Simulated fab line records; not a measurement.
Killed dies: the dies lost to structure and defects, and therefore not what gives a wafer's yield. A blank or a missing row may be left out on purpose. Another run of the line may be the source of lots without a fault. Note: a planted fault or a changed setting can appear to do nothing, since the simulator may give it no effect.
Which tool did it?    flow n5Finfet    36 wafers from 12 lots sampled at 2 of the route's 1938 steps

## WHAT THE GAUGES SHOWED, per wafer
N5_BEOL_M9_INSPECT_13: inspects for defects (brightfield).
lot   measured      on                rawDefectCount
L076  day 10 03:32  defectInspect-02  437 289 354
L077  day 10 14:39  defectInspect-02  320 289 303
L079  day 11 02:41  defectInspect-02  296 335 482
L081  day 11 19:07  defectInspect-02  377 354 357
L082  day 12 04:33  defectInspect-01  372 560 326
L088  day 13 04:58  defectInspect-02  356 340 362
L086  day 13 05:31  defectInspect-01  312 383 298
L087  day 13 11:35  defectInspect-02  324 394 425
L089  day 13 18:30  defectInspect-01  313 352 386
L094  day 14 17:44  defectInspect-02  350 332 386
L095  day 15 00:27  defectInspect-01  359 439 408
L097  day 15 15:09  defectInspect-01  377 386 473

## WHICH TOOL RAN EACH LOT (tool, then ch and the chambers of the sampled wafers, then the start)
lot   N5_BEOL_M9_CURE_71
L076  uvCure-01 ch 2, day 10 01:27
L077  uvCure-02 ch 2, day 10 12:12
L079  uvCure-01 ch 0, day 11 00:05
L081  uvCure-02 ch 2, day 11 16:45
L082  uvCure-02 ch 1, day 12 03:19
L088  uvCure-02 ch 0, day 13 01:20
L086  uvCure-02 ch 1, day 13 04:05
L087  uvCure-01 ch 1, day 13 09:12
L089  uvCure-01 ch 2, day 13 14:58
L094  uvCure-01 ch 1, day 14 13:34
L095  uvCure-01 ch 1, day 14 22:07
L097  uvCure-02 ch 2, day 15 13:02
- N5_BEOL_M9_CURE_71: cures SiCOH lowk, time 240 s.

## THE ANSWER, worked out from the rows above alone
Rule: the lots themselves supply what counts as usual. The widest of any qualifying gaps counts: lots, ordered by their means at a reading, are off when they make up no more than a third of the lots, leave a main group of 4 or more, and stand apart from it by 3 or more times the standard deviation of that group's means. A main group is skipped when, at the precision printed for the reading in the tables above, its means are all equal. Also off: a lot with no number at a reading for which 4 or more lots have one. All remaining lots with rows at the step are treated as sound.
Across all readings shown, no lot is off: no conclusion can be drawn from this.

## WHAT HAD BEEN PUT IN BY THE SIMULATOR
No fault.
